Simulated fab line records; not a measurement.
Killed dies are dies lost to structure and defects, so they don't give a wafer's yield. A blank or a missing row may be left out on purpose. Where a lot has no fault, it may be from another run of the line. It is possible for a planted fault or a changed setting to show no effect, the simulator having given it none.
Chamber matching || flow nandHarc || NHARC_A_CHANNEL_FILL_D2_CMP_10 on cmp-01 has 4 sister chambers
The step polishes, target thk 150 nm. 14 wafers are shown with their chamber, then 7 later ones without.

WAFERS PAIRED WITH THEIR CHAMBERS
{"wafer": "L080.3", "chamber": 3, "motorCurrentA (A)": 10.5, "slurryFilterDpKPa (kPa)": 13.59, "timeToEndpointS (s)": 16.7}
{"wafer": "L080.5", "chamber": 2, "motorCurrentA (A)": 11.8, "slurryFilterDpKPa (kPa)": 13.40, "timeToEndpointS (s)": 18.3}
{"wafer": "L080.6", "chamber": 1, "motorCurrentA (A)": 11.8, "slurryFilterDpKPa (kPa)": 13.41, "timeToEndpointS (s)": 16.2}
{"wafer": "L082.1", "chamber": 0, "motorCurrentA (A)": 12.4, "slurryFilterDpKPa (kPa)": 13.49, "timeToEndpointS (s)": 14.9}
{"wafer": "L082.3", "chamber": 2, "motorCurrentA (A)": 11.1, "slurryFilterDpKPa (kPa)": 13.69, "timeToEndpointS (s)": 14.2}
{"wafer": "L082.5", "chamber": 2, "motorCurrentA (A)": 12.3, "slurryFilterDpKPa (kPa)": 13.60, "timeToEndpointS (s)": 15.8}
{"wafer": "L085.3", "chamber": 2, "motorCurrentA (A)": 12.1, "slurryFilterDpKPa (kPa)": 13.53, "timeToEndpointS (s)": 17.0}
{"wafer": "L085.5", "chamber": 0, "motorCurrentA (A)": 12.8, "slurryFilterDpKPa (kPa)": 13.36, "timeToEndpointS (s)": 16.5}
{"wafer": "L085.6", "chamber": 3, "motorCurrentA (A)": 10.7, "slurryFilterDpKPa (kPa)": 13.43, "timeToEndpointS (s)": 16.2}
{"wafer": "L089.1", "chamber": 0, "motorCurrentA (A)": 12.8, "slurryFilterDpKPa (kPa)": 13.23, "timeToEndpointS (s)": 18.6}
{"wafer": "L089.3", "chamber": 1, "motorCurrentA (A)": 11.7, "slurryFilterDpKPa (kPa)": 13.56, "timeToEndpointS (s)": 17.7}
{"wafer": "L089.4", "chamber": 2, "motorCurrentA (A)": 12.2, "slurryFilterDpKPa (kPa)": 13.69, "timeToEndpointS (s)": 21.1}
{"wafer": "L090.2", "chamber": 3, "motorCurrentA (A)": 10.1, "slurryFilterDpKPa (kPa)": 13.50, "timeToEndpointS (s)": 19.7}
{"wafer": "L090.3", "chamber": 1, "motorCurrentA (A)": 12.8, "slurryFilterDpKPa (kPa)": 13.76, "timeToEndpointS (s)": 17.8}

SIGNATURES (averages over the wafers above)
{"reading": "motorCurrentA", "chamber 0": 12.667, "chamber 1": 12.100, "chamber 2": 11.900, "chamber 3": 10.433, "scatter within a chamber": 0.444}
{"reading": "slurryFilterDpKPa", "chamber 0": 13.3600, "chamber 1": 13.5767, "chamber 2": 13.5820, "chamber 3": 13.5067, "scatter within a chamber": 0.13}
{"reading": "timeToEndpointS", "chamber 0": 16.667, "chamber 1": 17.233, "chamber 2": 17.280, "chamber 3": 17.533, "scatter within a chamber": 2.07}
Rule: for each reading, subtract the chamber's mean from the wafer's reading, divide by that reading's scatter and square the result; add these up over the readings and take the root, which gives the wafer's distance from the chamber. The wafer belongs to the nearest chamber; if the next one is less than 2 further off, it can't be placed. The scatter: the root of (the sum of the squares of (reading less its chamber's mean) over the shown wafers, divided by (wafers less chambers)).

WAFERS WHOSE CHAMBER IS MISSING
{"wafer": "L090.6", "motorCurrentA (A)": 12.2, "slurryFilterDpKPa (kPa)": 13.34, "timeToEndpointS (s)": 19.2}
{"wafer": "L091.2", "motorCurrentA (A)": 12.3, "slurryFilterDpKPa (kPa)": 13.66, "timeToEndpointS (s)": 14.9}
{"wafer": "L091.3", "motorCurrentA (A)": 13.0, "slurryFilterDpKPa (kPa)": 13.73, "timeToEndpointS (s)": 15.4}
{"wafer": "L091.6", "motorCurrentA (A)": 12.5, "slurryFilterDpKPa (kPa)": 13.43, "timeToEndpointS (s)": 14.2}
{"wafer": "L093.2", "motorCurrentA (A)": 12.1, "slurryFilterDpKPa (kPa)": 13.39, "timeToEndpointS (s)": 18.8}
{"wafer": "L093.3", "motorCurrentA (A)": 10.6, "slurryFilterDpKPa (kPa)": 13.62, "timeToEndpointS (s)": 16.9}
{"wafer": "L093.5", "motorCurrentA (A)": 12.7, "slurryFilterDpKPa (kPa)": 13.53, "timeToEndpointS (s)": 13.4}

THE CHAMBER EACH PASSED THROUGH
{"wafer": "L090.6", "from the rows above": "can't be placed: 0 or 1 or 2", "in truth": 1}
{"wafer": "L091.2", "from the rows above": "can't be placed: 1 or 2 or 0", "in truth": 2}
{"wafer": "L091.3", "from the rows above": "can't be placed: 1 or 2 or 0", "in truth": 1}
{"wafer": "L091.6", "from the rows above": "can't be placed: 0 or 1 or 2", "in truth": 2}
{"wafer": "L093.2", "from the rows above": "can't be placed: 1 or 0 or 2", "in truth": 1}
{"wafer": "L093.3", "from the rows above": "can't be placed: 3 or 2", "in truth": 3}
{"wafer": "L093.5", "from the rows above": "can't be placed: 0 or 1 or 2", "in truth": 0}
0 of 7 placed correctly. These rows do not allow placing 7 (true chamber among the candidates in 7). Number placed wrongly: 0.
